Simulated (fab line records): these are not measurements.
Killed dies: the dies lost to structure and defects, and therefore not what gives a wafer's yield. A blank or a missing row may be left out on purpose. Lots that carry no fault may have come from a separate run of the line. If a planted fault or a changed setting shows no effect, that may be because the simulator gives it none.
Chamber matching | flow nandHarc | 4 sister chambers for NHARC_A_STAIRCASE_DESCUM_252 on rieDiel-05
The step chemistry O2, time 3 s. 8 wafers are shown with their chamber, then 11 later ones without.

WAFERS, EACH WITH ITS CHAMBER
wafer  | chamber | drypumpMotorCurrentA (A) | showerheadPlenumPTorr (Torr)
L079.5 | 3       | 5.0                      | 1.97
L082.3 | 3       | 5.0                      | 1.96
L084.2 | 1       | 6.5                      | 1.83
L084.5 | 0       | 5.2                      | 1.84
L086.2 | 2       | 5.7                      | 1.90
L086.5 | 0       | 5.3                      | 1.84
L086.6 | 1       | 6.5                      | 1.82
L087.1 | 2       | 5.7                      | 1.90

WAFERS WITHOUT THEIR CHAMBER
wafer  | drypumpMotorCurrentA (A) | showerheadPlenumPTorr (Torr)
L087.2 | 6.5                      | 1.82
L087.4 | 5.2                      | 1.84
L093.1 | 5.2                      | 1.83
L093.2 | 5.0                      | 1.96
L093.6 | 5.0                      | 1.96
L092.1 | 5.3                      | 1.83
L092.3 | 5.6                      | 1.90
L092.6 | 5.0                      | 1.96
L094.1 | 6.5                      | 1.82
L094.4 | 5.6                      | 1.90
L094.5 | 5.0                      | 1.96

WHICH CHAMBER EACH WENT THROUGH
wafer  | from the rows above | in truth
L087.2 | 1                   | 1
L087.4 | 0                   | 0
L093.1 | 0                   | 0
L093.2 | 3                   | 3
L093.6 | 3                   | 3
L092.1 | 0                   | 0
L092.3 | 2                   | 2
L092.6 | 3                   | 3
L094.1 | 1                   | 1
L094.4 | 2                   | 2
L094.5 | 3                   | 3
Correctly placed: 11 of 11. Left unplaced by these rows: 0. Placed wrongly: 0.
How it was worked out, from the rows above alone: a wafer's distance from a chamber is the root of the sum, over the readings, of the square of ((its reading less the chamber's mean) divided by the reading's scatter). If the next closest chamber is less than 2 further off than the closest, the wafer can't be placed; otherwise it belongs to the closest. A chamber's mean is the mean of its shown wafers. How the scatter is found: for the shown wafers, subtract from each reading the mean of its chamber, square and add these, divide the total by (wafers less chambers), then take the root.
